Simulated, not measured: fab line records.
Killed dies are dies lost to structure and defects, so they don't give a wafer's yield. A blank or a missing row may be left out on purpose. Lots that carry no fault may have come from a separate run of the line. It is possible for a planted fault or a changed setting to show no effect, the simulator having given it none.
Split-lot trial ; flow n5_finfet ; route with 1938 steps; 7 lots, 21 wafers read

## THE SPLIT ITSELF
At N5_BEOL_M14_EXPOSE_25 (exposes mask M14, target cd 280 nm), the setting dose_mj was moved away from the recipe's 26.6 on 7 of the 21 wafers read, by -7.4% to +6.1%. For the rest of the wafers, this setting stayed at what the recipe calls for.

## FROM THE SPLIT TO THE READING: what the file shows between them, 3 steps
- N5_BEOL_M14_PEB_26: peb time 90 s
- N5_BEOL_M14_DEVELOP_27: develop time 45 s
- N5_BEOL_M14_HARDBAKE_32: time 120 s

## THE READING
At N5_BEOL_M14_CD_MEAS_28: cd_nm in nanometres, against a target cd of 284.4 nm. On this fab line, fault-free wafers typically give 284.5 nm with a standard deviation of 2 nm.

wafer;tool, chamber at the split;dose_mj as run;against the recipe;cd_nm, nm;against lot-mates on the recipe
L076.1;krf_scanner-01, 0;24.69;-7.2%;274.2;-10.1
L076.2;krf_scanner-01, 0;24.69;-7.2%;275.1;-9.2
L076.6;krf_scanner-01, 0;26.6;recipe;284.3;-
L081.2;krf_scanner-02, 0;26.6;recipe;284.3;-
L081.5;krf_scanner-02, 0;26.6;recipe;285.4;-
L081.6;krf_scanner-02, 0;26.6;recipe;286.0;-
L086.3;krf_scanner-02, 0;26.6;recipe;280.6;-
L086.4;krf_scanner-02, 0;24.63;-7.4%;272.5;-8.1
L086.5;krf_scanner-02, 0;24.63;-7.4%;271.7;-8.9
L089.2;krf_scanner-01, 0;26.6;recipe;286.2;-
L089.3;krf_scanner-01, 0;26.6;recipe;288.7;-
L089.4;krf_scanner-01, 0;26.6;recipe;283.0;-
L091.3;krf_scanner-01, 0;26.6;recipe;286.1;-
L091.4;krf_scanner-01, 0;26.6;recipe;286.3;-
L091.5;krf_scanner-01, 0;28.21;+6.1%;297.4;+11.2
L095.2;krf_scanner-02, 0;26.6;recipe;282.8;-
L095.4;krf_scanner-02, 0;27.78;+4.4%;290.1;+6.4
L095.6;krf_scanner-02, 0;26.6;recipe;284.7;-
L097.1;krf_scanner-02, 0;26.6;recipe;286.1;-
L097.3;krf_scanner-02, 0;26.6;recipe;286.7;-
L097.6;krf_scanner-02, 0;25.07;-5.8%;272.0;-14.4

FIT RESULTS
A straight line over all 21 wafers: cd_nm changes by +1.7 nm for each +1% of dose_mj; r = +0.95; the points scatter about the line by 2.1 nm.
The same after taking each lot's own level away (the mean of its wafers on the recipe; 21 wafers): +1.48 nm for each +1%; r = +0.94; scatter 2 nm.
On that fit, the largest move of dose_mj shifts the reading by 11 nm.
The lots' own levels span 280.60 to 286.40 nm, that is 2.9 times the standard deviation above.
Thus the slope moves with the lot-to-lot level: the two fits are different.
Check: with one of the wafers moved furthest among these (-7.4%) left out of the fit, the line predicts -11.4 nm for it against its lot-mates. Against them it came out at -8.1 nm.

## THE OTHER SPLITS THESE WAFERS WENT THROUGH
Before the reading, these wafers also passed through other splits. Each is held against what the fit with the lots' levels taken away leaves over:
other split on the same wafers;wafers away from the commonest value;r with cd_nm (lot level and that fit taken away)
N5_BEOL_M10_ILD_DEP_00 time_s;9;-0.07
N5_BEOL_M10_PECVD_70 time_s;8;-0.05
N5_BEOL_M11_ETCH_41 time_s;5;+0.16
N5_BEOL_M12_COAT_04 spin_rpm;3;+0.09
N5_BEOL_M13_ETCH_59 time_s;6;+0.17
N5_BEOL_M13_COAT_65 spin_rpm;4;-0.11

## THE WHOLE CHAIN: every reading that the file lists as answering this split, in the file's order
step;what it does;reading;change (the file's fit);r (the file's)
N5_BEOL_M14_CD_MEAS_28;target cd 284.4 nm;cd_nm;+1.59 nm for each +1% of the setting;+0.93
N5_BEOL_M14_DESCUM_33;chemistry O2, time 7.9 s;BEOL_M14.cd_nm (the simulator's own value, which no gauge read);+1.58 nm for each +1% of the setting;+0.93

## FILE'S OWN FIT
cd_nm changes by +1.59 nm for each +1% of dose_mj, r = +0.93.
